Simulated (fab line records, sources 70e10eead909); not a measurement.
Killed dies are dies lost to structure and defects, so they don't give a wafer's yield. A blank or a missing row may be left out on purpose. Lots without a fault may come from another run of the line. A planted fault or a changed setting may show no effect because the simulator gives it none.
Chamber matching | flow nand_harc | NHARC_THIN_TSV_CMP_21 on cmp-03: 4 sister chambers
The step polishes, t overpolish 30 s, target thk 2000 nm. 8 wafers are shown with their chamber, then 9 later ones without.

WAFERS WITH THEIR CHAMBER
wafer  | chamber | motor_current_A (A) | overpolish_run_s (s)
L705.4 | 3       | 13.3                | 29.998
L705.6 | 2       | 10.1                | 30.001
L706.1 | 1       | 13.3                | 30.001
L706.4 | 2       | 10.5                | 29.982
L706.5 | 0       | 12.6                | 30.004
L707.1 | 3       | 12.9                | 29.997
L707.2 | 0       | 11.8                | 30.004
L707.5 | 1       | 13.7                | 29.999

WAFERS WITHOUT THEIR CHAMBER
wafer  | motor_current_A (A) | overpolish_run_s (s)
L709.1 | 13.8                | 29.988
L709.3 | 10.5                | 30.004
L709.6 | 12.6                | 29.990
L711.1 | 12.6                | 29.991
L711.5 | 12.8                | 29.999
L711.6 | 13.6                | 30.003
L716.2 | 13.0                | 30.000
L716.3 | 13.3                | 29.992
L716.4 | 10.5                | 30.018

WHICH CHAMBER EACH WENT THROUGH
wafer  | from the rows above          | in truth
L709.1 | can't be placed: 1 or 3      | 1
L709.3 | 2                            | 2
L709.6 | can't be placed: 3 or 0 or 1 | 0
L711.1 | can't be placed: 3 or 0 or 1 | 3
L711.5 | can't be placed: 3 or 0 or 1 | 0
L711.6 | can't be placed: 1 or 3      | 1
L716.2 | can't be placed: 3 or 1 or 0 | 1
L716.3 | can't be placed: 3 or 1      | 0
L716.4 | can't be placed: 2 or 0      | 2
Placed correctly: 1 of 9. Can't be placed from these rows: 8 (the true chamber is among the candidates in 7). Placed wrongly: 0.
How it was worked out, from the rows above alone: a wafer's distance from a chamber is the root of the sum, over the readings, of the square of ((its reading less the chamber's mean) divided by the reading's scatter). The wafer belongs to the nearest chamber; if the next one is less than 2 further off, it can't be placed. A chamber's mean is the mean of its shown wafers. The scatter: the root of (the sum of the squares of (reading less its chamber's mean) over the shown wafers, divided by (wafers less chambers)).
